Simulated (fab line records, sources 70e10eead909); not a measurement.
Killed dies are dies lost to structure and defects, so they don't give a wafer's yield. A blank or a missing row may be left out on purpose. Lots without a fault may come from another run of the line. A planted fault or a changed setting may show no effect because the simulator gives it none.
A struck lot beside a sound one | flow nand_harc | 32 steps out of a route of 1302
Sound: wafers L662.3, L662.4, L662.6. Struck: wafers L665.2, L665.4, L665.5. The cause comes at the end.
At each step with rows: each side's tool, then ch and its chambers, then its first start. Under that, the readings that differ: sound wafers | struck wafers | difference of the means | sigmas: that difference in standard deviations of wafers without a fault.
alike: readings whose means differ by less than 2 such deviations, and words and numbers that are the same on both sides. not compared: withheld readings, readings that some wafer has no value for, bounds like >300 that may hide the same value, and numbers for which the record gives no deviation and whose values overlap.
The two part at a step that has a row with sigmas, a row that says differs or no value, or rows on one side only. Numbers that don't overlap but have no deviation are shown without sigmas and don't part them. A reading that every wafer of one side lacks parts them only if that side has two wafers or more.

first, 5 steps without rows for these wafers: NHARC_A_ONON_D2_DEP_19 (target thk 1000 nm); NHARC_A_ONON_D2_DEP_22 (target thk 1000 nm); NHARC_A_ONON_D2_DEP_25 (target thk 1000 nm); NHARC_A_ONON_D2_DEP_28 (target thk 1000 nm); NHARC_A_ONON_D2_DEP_33 (deposits SiO2, target thk 200 nm).
NHARC_A_CHANNEL_HOLE_D2_DEP_00: deposits aC, target thk 3100 nm.
  sound on acl_dep-02 ch 0, day 15 17:04; struck on acl_dep-02 ch 0, day 17 07:53
  alike: throttle_valve_pct
then, 25 steps without rows for these wafers: NHARC_A_CHANNEL_HOLE_D2_DEP_01 (deposits SiON, target thk 140 nm); NHARC_A_CHANNEL_HOLE_D2_DEHYDRATE_02 (time 120 s); NHARC_A_CHANNEL_HOLE_D2_HMDS_03 (time 30 s); NHARC_A_CHANNEL_HOLE_D2_COAT_36 (time 75 s); NHARC_A_CHANNEL_HOLE_D2_COAT_37 (time 65 s); NHARC_A_CHANNEL_HOLE_D2_COAT_04 (resist thk 90 nm); NHARC_A_CHANNEL_HOLE_D2_SOFTBAKE_05 (time 55 s); NHARC_A_CHANNEL_HOLE_D2_EBR_06; NHARC_A_CHANNEL_HOLE_D2_EXPOSE_07 (exposes mask HOLE D2, target cd 100 nm); NHARC_A_CHANNEL_HOLE_D2_PEB_08 (peb time 65 s); NHARC_A_CHANNEL_HOLE_D2_DEVELOP_09 (develop time 35 s); NHARC_A_CHANNEL_HOLE_D2_DESCUM_15 (chemistry O2, time 3 s); NHARC_A_CHANNEL_HOLE_D2_ETCH_38 (etches the open film in CF4, target depth 39 nm, time 65 s); NHARC_A_CHANNEL_HOLE_D2_ETCH_39 (etches the open film in N2/H2, target depth 260 nm, time 325 s); NHARC_A_CHANNEL_HOLE_D2_ETCH_34 (etches the open film in CF4/CHF3, target depth 154 nm, time 77 s); NHARC_A_CHANNEL_HOLE_D2_ETCH_16 (etches the open film in O2/COS, target depth 3100 nm, time 806 s); NHARC_A_CHANNEL_HOLE_D2_ETCH_19 (etches the open film in C4F8/O2/Ar, time 34.5 s); NHARC_A_CHANNEL_HOLE_D2_ETCH_20 (etches the open film in C4F8/O2/Ar, time 361.9 s, target depth 1600 nm); NHARC_A_CHANNEL_HOLE_D2_ETCH_21 (etches the open film in C4F8/O2/Ar, time 514.3 s, target depth 1600 nm); NHARC_A_CHANNEL_HOLE_D2_ETCH_22 (etches the open film in C4F8/O2/Ar, time 666.7 s, target depth 1600 nm); NHARC_A_CHANNEL_HOLE_D2_ETCH_23 (etches the open film in C4F8/O2/Ar, time 819 s, target depth 1600 nm); NHARC_A_CHANNEL_HOLE_D2_ETCH_24 (etches the open film in C4F8/O2/Ar, time 906.2 s, target depth 1500 nm); NHARC_A_CHANNEL_HOLE_D2_ETCH_25 (etches the open film in C4F8/O2/Ar, time 1040.2 s, target depth 1500 nm); NHARC_A_CHANNEL_HOLE_D2_ETCH_26 (etches the open film in C4F8/O2/Ar, time 224.1 s, target depth 300 nm); NHARC_A_CHANNEL_HOLE_D2_ETCH_27 (etches the open film in C4F8/O2/Ar, time 90 s, target depth 400 nm).
-- the record jumps here: 11 days lie between the struck wafers' starts before and after (it left off in module A_CHANNEL_HOLE_D2 and takes up again in module END, whose first step shown is number 1302 of the route) --
NHARC_END_SORT_01:
  the record has rows for the struck wafers here (prober-01 ch 0, day 28 06:44) and none for the sound ones

WHERE THEY PART
Only at NHARC_END_SORT_01, within this record.

WHY: what the simulator had put in
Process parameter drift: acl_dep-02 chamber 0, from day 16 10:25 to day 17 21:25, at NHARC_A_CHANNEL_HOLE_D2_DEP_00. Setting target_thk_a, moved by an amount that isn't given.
